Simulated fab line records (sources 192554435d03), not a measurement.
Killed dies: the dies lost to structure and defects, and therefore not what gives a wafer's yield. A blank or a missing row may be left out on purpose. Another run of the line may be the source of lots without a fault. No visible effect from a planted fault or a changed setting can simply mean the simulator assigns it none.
Matching of chambers || flow n5Finfet || N5_BEOL_M0_CUTY_DESCUM_61 on rieDiel-04 has 4 sister chambers
The step chemistry O2, time 7.9 s. 8 wafers are shown with their chamber, then 8 later ones without.

== WAFERS PAIRED WITH THEIR CHAMBERS ==
{"wafer": "L078.3", "chamber": 0, "drypumpMotorCurrentA (A)": 5.7, "showerheadPlenumPTorr (Torr)": 2.04}
{"wafer": "L081.5", "chamber": 0, "drypumpMotorCurrentA (A)": 5.7, "showerheadPlenumPTorr (Torr)": 2.03}
{"wafer": "L084.5", "chamber": 2, "drypumpMotorCurrentA (A)": 5.0, "showerheadPlenumPTorr (Torr)": 2.00}
{"wafer": "L084.6", "chamber": 1, "drypumpMotorCurrentA (A)": 5.6, "showerheadPlenumPTorr (Torr)": 2.15}
{"wafer": "L085.3", "chamber": 3, "drypumpMotorCurrentA (A)": 6.3, "showerheadPlenumPTorr (Torr)": 2.02}
{"wafer": "L085.5", "chamber": 1, "drypumpMotorCurrentA (A)": 5.6, "showerheadPlenumPTorr (Torr)": 2.15}
{"wafer": "L085.6", "chamber": 2, "drypumpMotorCurrentA (A)": 5.0, "showerheadPlenumPTorr (Torr)": 1.99}
{"wafer": "L087.1", "chamber": 3, "drypumpMotorCurrentA (A)": 6.2, "showerheadPlenumPTorr (Torr)": 2.02}

== WAFERS MISSING THEIR CHAMBER ==
{"wafer": "L087.3", "drypumpMotorCurrentA (A)": 5.0, "showerheadPlenumPTorr (Torr)": 1.99}
{"wafer": "L087.4", "drypumpMotorCurrentA (A)": 5.6, "showerheadPlenumPTorr (Torr)": 2.15}
{"wafer": "L088.1", "drypumpMotorCurrentA (A)": 5.7, "showerheadPlenumPTorr (Torr)": 2.03}
{"wafer": "L088.2", "drypumpMotorCurrentA (A)": 5.6, "showerheadPlenumPTorr (Torr)": 2.15}
{"wafer": "L088.3", "drypumpMotorCurrentA (A)": 6.2, "showerheadPlenumPTorr (Torr)": 2.02}
{"wafer": "L088.4", "drypumpMotorCurrentA (A)": 5.0, "showerheadPlenumPTorr (Torr)": 1.99}
{"wafer": "L088.5", "drypumpMotorCurrentA (A)": 5.7, "showerheadPlenumPTorr (Torr)": 2.03}
{"wafer": "L088.6", "drypumpMotorCurrentA (A)": 6.2, "showerheadPlenumPTorr (Torr)": 2.02}

== THE CHAMBER EACH PASSED THROUGH ==
{"wafer": "L087.3", "from the rows above": 2, "in truth": 2}
{"wafer": "L087.4", "from the rows above": 1, "in truth": 1}
{"wafer": "L088.1", "from the rows above": 0, "in truth": 0}
{"wafer": "L088.2", "from the rows above": 1, "in truth": 1}
{"wafer": "L088.3", "from the rows above": 3, "in truth": 3}
{"wafer": "L088.4", "from the rows above": 2, "in truth": 2}
{"wafer": "L088.5", "from the rows above": 0, "in truth": 0}
{"wafer": "L088.6", "from the rows above": 3, "in truth": 3}
8 of 8 placed correctly. Left unplaced by these rows: 0. Placed wrongly: 0.
How it was worked out, from the rows above alone: a wafer's distance from a chamber is the root of the sum, over the readings, of the square of ((its reading less the chamber's mean) divided by the reading's scatter). The wafer belongs to the nearest chamber; if the next one is less than 2 further off, it can't be placed. A chamber's mean is the mean of its shown wafers. The scatter: take each reading less its chamber's mean, square it, sum over the shown wafers, divide by the number of wafers less the number of chambers, and take the root.
